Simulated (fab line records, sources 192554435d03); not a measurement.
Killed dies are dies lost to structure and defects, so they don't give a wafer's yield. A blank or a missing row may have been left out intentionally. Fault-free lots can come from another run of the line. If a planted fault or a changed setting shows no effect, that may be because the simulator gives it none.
Matching of chambers | flow n5_finfet | pecvd-01 running N5_BEOL_M7_DEP_56: 3 sister chambers
The step deposits SiCN from 3MS/NH3, target thk 10 nm, time 17.5 s. 22 wafers are shown with their chamber, then 11 later ones without.

## WAFERS WITH THEIR CHAMBER
wafer  | chamber | throttle_valve_pct (%) | showerhead_plenum_p_Torr (Torr)
L074.1 | 0       | 9.1                    | 3.678
L074.3 | 1       | 9.2                    | 3.654
L074.4 | 0       | 9.0                    | 3.675
L077.1 | 1       | 9.1                    | 3.661
L077.4 | 1       | 9.2                    | 3.647
L077.5 | 0       | 8.9                    | 3.673
L083.1 | 2       | 8.1                    | 3.684
L083.4 | 0       | 9.2                    | 3.662
L083.5 | 0       | 9.2                    | 3.669
L084.1 | 0       | 9.0                    | 3.669
L084.2 | 2       | 8.5                    | 3.668
L084.3 | 2       | 8.1                    | 3.664
L084.4 | 0       | 9.2                    | 3.663
L084.5 | 2       | 8.1                    | 3.683
L084.6 | 0       | 9.2                    | 3.671
L086.1 | 2       | 8.4                    | 3.662
L086.3 | 1       | 9.1                    | 3.656
L086.5 | 2       | 8.4                    | 3.675
L087.1 | 1       | 9.2                    | 3.645
L087.5 | 0       | 9.0                    | 3.659
L087.6 | 1       | 9.2                    | 3.641
L093.3 | 0       | 9.1                    | 3.671

SIGNATURES (means of the wafers above)
reading                  | chamber 0 | chamber 1 | chamber 2 | scatter within a chamber
throttle_valve_pct       | 9.090     | 9.167     | 8.267     | 0.125
showerhead_plenum_p_Torr | 3.66900   | 3.65067   | 3.67267   | 0.00748
Rule: a wafer lies at a distance from a chamber equal to the root of the sum of squares, over the readings, of (its reading less the chamber's mean, divided by the reading's scatter). The wafer belongs to the nearest chamber; if the next one is less than 2 further off, it can't be placed. How the scatter is found: for the shown wafers, subtract from each reading the mean of its chamber, square and add these, divide the total by (wafers less chambers), then take the root.

## WAFERS MISSING THEIR CHAMBER
wafer  | throttle_valve_pct (%) | showerhead_plenum_p_Torr (Torr)
L093.5 | 9.0                    | 3.649
L093.6 | 8.4                    | 3.661
L092.2 | 8.8                    | 3.648
L092.4 | 9.1                    | 3.641
L092.5 | 8.4                    | 3.673
L095.1 | 8.4                    | 3.677
L095.2 | 9.3                    | 3.641
L095.3 | 9.4                    | 3.663
L095.4 | 8.4                    | 3.670
L095.5 | 8.8                    | 3.641
L095.6 | 9.4                    | 3.668

## WHICH CHAMBER EACH WENT THROUGH
wafer  | from the rows above     | in truth
L093.5 | can't be placed: 1 or 0 | 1
L093.6 | 2                       | 2
L092.2 | can't be placed: 1 or 0 | 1
L092.4 | 1                       | 1
L092.5 | 2                       | 2
L095.1 | 2                       | 2
L095.2 | 1                       | 1
L095.3 | can't be placed: 1 or 0 | 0
L095.4 | 2                       | 2
L095.5 | can't be placed: 1 or 0 | 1
L095.6 | can't be placed: 0 or 1 | 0
Correctly placed: 6 of 11. Can't be placed from these rows: 5 (the true chamber is among the candidates in 5). Wrongly placed: 0.
